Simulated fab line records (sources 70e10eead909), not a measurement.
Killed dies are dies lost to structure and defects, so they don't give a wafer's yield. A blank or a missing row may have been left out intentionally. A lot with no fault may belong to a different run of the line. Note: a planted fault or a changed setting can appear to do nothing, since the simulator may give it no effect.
Matching of chambers + flow nand_harc + rie_diel-13 running NHARC_A_STAIRCASE_DESCUM_252: 4 sister chambers
The step chemistry O2, time 3 s. 8 wafers are shown with their chamber, then 8 later ones without.

WAFERS WITH THEIR CHAMBER
| wafer  | chamber | showerhead_plenum_p_Torr (Torr) | drypump_motor_current_A (A) |
|--------|---------|---------------------------------|-----------------------------|
| L074.6 | 0       | 1.93                            | 6.0                         |
| L077.1 | 0       | 1.92                            | 6.0                         |
| L080.1 | 2       | 1.92                            | 6.0                         |
| L080.4 | 2       | 1.92                            | 5.9                         |
| L079.3 | 3       | 1.83                            | 6.6                         |
| L079.5 | 1       | 1.77                            | 6.4                         |
| L079.6 | 3       | 1.83                            | 6.6                         |
| L083.1 | 1       | 1.77                            | 6.4                         |

WAFERS WHOSE CHAMBER IS MISSING
| wafer  | showerhead_plenum_p_Torr (Torr) | drypump_motor_current_A (A) |
|--------|---------------------------------|-----------------------------|
| L083.4 | 1.82                            | 6.6                         |
| L083.5 | 1.82                            | 6.6                         |
| L086.2 | 1.92                            | 6.0                         |
| L086.4 | 1.77                            | 6.4                         |
| L086.5 | 1.82                            | 6.6                         |
| L093.1 | 1.91                            | 6.0                         |
| L093.5 | 1.91                            | 6.0                         |
| L093.6 | 1.91                            | 6.0                         |

EACH ONE'S CHAMBER
| wafer  | from the rows above     | in truth |
|--------|-------------------------|----------|
| L083.4 | 3                       | 3        |
| L083.5 | 3                       | 3        |
| L086.2 | can't be placed: 0 or 2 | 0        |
| L086.4 | 1                       | 1        |
| L086.5 | 3                       | 3        |
| L093.1 | can't be placed: 2 or 0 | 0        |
| L093.5 | can't be placed: 2 or 0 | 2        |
| L093.6 | can't be placed: 2 or 0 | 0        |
Correct placement for 4 of the 8. These rows do not allow placing 4 (true chamber among the candidates in 4). 0 placed wrongly.
How it was worked out, from the rows above alone: a wafer's distance from a chamber is the root of the sum, over the readings, of the square of ((its reading less the chamber's mean) divided by the reading's scatter). If the next closest chamber is less than 2 further off than the closest, the wafer can't be placed; otherwise it belongs to the closest. For every chamber, the mean is computed from those of its wafers that are shown. The scatter is the square root of a quotient: the sum, over the shown wafers, of each reading's squared deviation from its chamber's mean, divided by wafers minus chambers.
